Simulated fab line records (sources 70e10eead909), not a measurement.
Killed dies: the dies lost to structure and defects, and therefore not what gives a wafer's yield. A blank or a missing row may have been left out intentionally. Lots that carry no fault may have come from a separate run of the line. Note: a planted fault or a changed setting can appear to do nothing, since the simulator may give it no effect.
Chamber matching -- flow nandHarc -- NHARC_A_M1_ETCH_35 on rieDiel-01: 4 sister chambers
The step etches the open film in N2/H2, target depth 40 nm, overetch 12 nm, time 43.94 s. 8 wafers are shown with their chamber, then 9 later ones without.

WAFERS, EACH WITH ITS CHAMBER
wafer,chamber,drypumpMotorCurrentA (A),rfVppV (V)
L085.2,0,6.1,432.9
L085.4,1,5.1,427.1
L086.1,3,5.6,429.5
L086.2,2,5.6,431.2
L086.6,3,5.6,429.2
L090.1,2,5.6,430.4
L090.2,1,5.2,427.5
L090.5,0,6.1,434.0

WAFERS MISSING THEIR CHAMBER
wafer,drypumpMotorCurrentA (A),rfVppV (V)
L091.1,6.1,434.5
L091.5,5.1,426.9
L091.6,6.1,434.1
L092.1,5.6,426.3
L092.2,5.6,430.0
L092.5,5.1,428.5
L097.1,6.1,433.7
L097.3,5.6,427.0
L097.6,5.1,428.9

THE CHAMBER EACH PASSED THROUGH
wafer,from the rows above,in truth
L091.1,0,0
L091.5,1,1
L091.6,0,0
L092.1,3,3
L092.2,can't be placed: 3 or 2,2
L092.5,1,1
L097.1,0,0
L097.3,3,3
L097.6,1,1
Placed correctly: 8 of 9. These rows do not allow placing 1 (true chamber among the candidates in 1). Number placed wrongly: 0.
How it was worked out, from the rows above alone: a wafer's distance from a chamber is the root of the sum, over the readings, of the square of ((its reading less the chamber's mean) divided by the reading's scatter). The wafer belongs to the nearest chamber; if the next one is less than 2 further off, it can't be placed. A chamber's mean is the mean of its shown wafers. The scatter is the square root of a quotient: the sum, over the shown wafers, of each reading's squared deviation from its chamber's mean, divided by wafers minus chambers.
